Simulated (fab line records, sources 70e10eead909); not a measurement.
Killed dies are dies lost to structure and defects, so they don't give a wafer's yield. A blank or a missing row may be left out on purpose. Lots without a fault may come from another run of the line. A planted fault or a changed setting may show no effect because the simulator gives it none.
A struck lot beside a sound one | flow nand_harc | 14 steps out of a route of 1302
Sound: wafers L448.3, L448.5, L448.6. Struck: wafers L462.1, L462.2, L462.6. The cause comes at the end.
At each step with rows: each side's tool, then ch and its chambers, then its first start. Under that, the readings that differ: sound wafers | struck wafers | difference of the means | sigmas: that difference in standard deviations of wafers without a fault.
alike: readings whose means differ by less than 2 such deviations, and words and numbers that are the same on both sides. not compared: withheld readings, readings that some wafer has no value for, bounds like >300 that may hide the same value, and numbers for which the record gives no deviation and whose values overlap.
The two part at a step that has a row with sigmas, a row that says differs or no value, or rows on one side only. Numbers that don't overlap but have no deviation are shown without sigmas and don't part them. A reading that every wafer of one side lacks parts them only if that side has two wafers or more.

NHARC_A_BLC_PVD_32: deposits Ti, target thk 5 nm, time 17.7 s.
  sound on pvd_sputter-03; struck on pvd_sputter-03
  alike: substrate_temp_c, throttle_valve_pct
NHARC_A_BLC_ALD_23: deposits TiN, target thk 3 nm, pulse time 1 s, ald cycles 150.
  sound on ald_metal-04 ch 1,2,3, day 24 02:44; struck on ald_metal-02 ch 0,2,3, day 30 01:53
  alike: heater_power_w, precursor_pulse_height_rel
  not compared: since_wet_clean_h
NHARC_A_BLC_CVD_24: deposits W, target thk 150 nm, time 434 s.
  sound on cvd_w-02 ch 0,1; struck on cvd_w-01 ch 0,1
  alike: heater_power_w, mfc_ar_sccm, throttle_valve_pct
  not compared: since_wet_clean_h
NHARC_A_BLC_CMP_25: polishes, t overpolish 30 s, target thk 150 nm.
  sound on cmp-04 ch 1,2, day 24 03:29; struck on cmp-01 ch 0,2, day 30 02:37
  alike: motor_current_A, overpolish_run_s, time_to_endpoint_s
then, 1 step without rows for these wafers: NHARC_A_BLC_SRD_27.
NHARC_A_BLC_INSPECT_28:
  sound on defect_inspect-02, day 24 03:52; struck on defect_inspect-01, day 30 02:59
  reading          | sound       | struck      | difference | sigmas
  raw_defect_count | 770 760 571 | 444 386 366 | -302       | -2
then, 5 steps without rows for these wafers: NHARC_A_M0_DEP_00 (deposits SiOC, target thk 150 nm); NHARC_A_M0_DEHYDRATE_01 (time 120 s); NHARC_A_M0_HMDS_02 (time 30 s); NHARC_A_M0_COAT_33 (time 65 s); NHARC_A_M0_COAT_03 (resist thk 90 nm).
NHARC_A_M0_SOFTBAKE_04: time 55 s.
  sound on litho_track-01 ch 0, day 24 04:00; struck on litho_track-01 ch 0, day 30 03:00
  reading                  | sound                | struck               | difference | sigmas
  heater_power_total_W (W) | 188.25 188.50 188.43 | 190.75 190.71 190.64 | +2.31      | +16
  alike: chill_plate_temp_C
then, 1 step without rows for these wafers: NHARC_A_M0_EBR_05.
NHARC_END_SORT_01:
  sound on prober-01 ch 0, day 26 03:46; struck on prober-01 ch 0, day 31 17:27
  alike: defect_limited_yield, killed_at_array, killed_at_other, killed_at_periphery, killed_dies, killed_open, killed_short, sort_bin_2_pct, sort_bin_3_pct, sort_bin_4_pct, sort_n_pass, sort_rim_yield_pct, sort_yield_pct

WHERE THEY PART
First at NHARC_A_BLC_INSPECT_28; last, within this record, at NHARC_A_M0_SOFTBAKE_04. Later steps at which nothing parts them and some readings are alike: NHARC_END_SORT_01.

WHY: what the simulator had put in
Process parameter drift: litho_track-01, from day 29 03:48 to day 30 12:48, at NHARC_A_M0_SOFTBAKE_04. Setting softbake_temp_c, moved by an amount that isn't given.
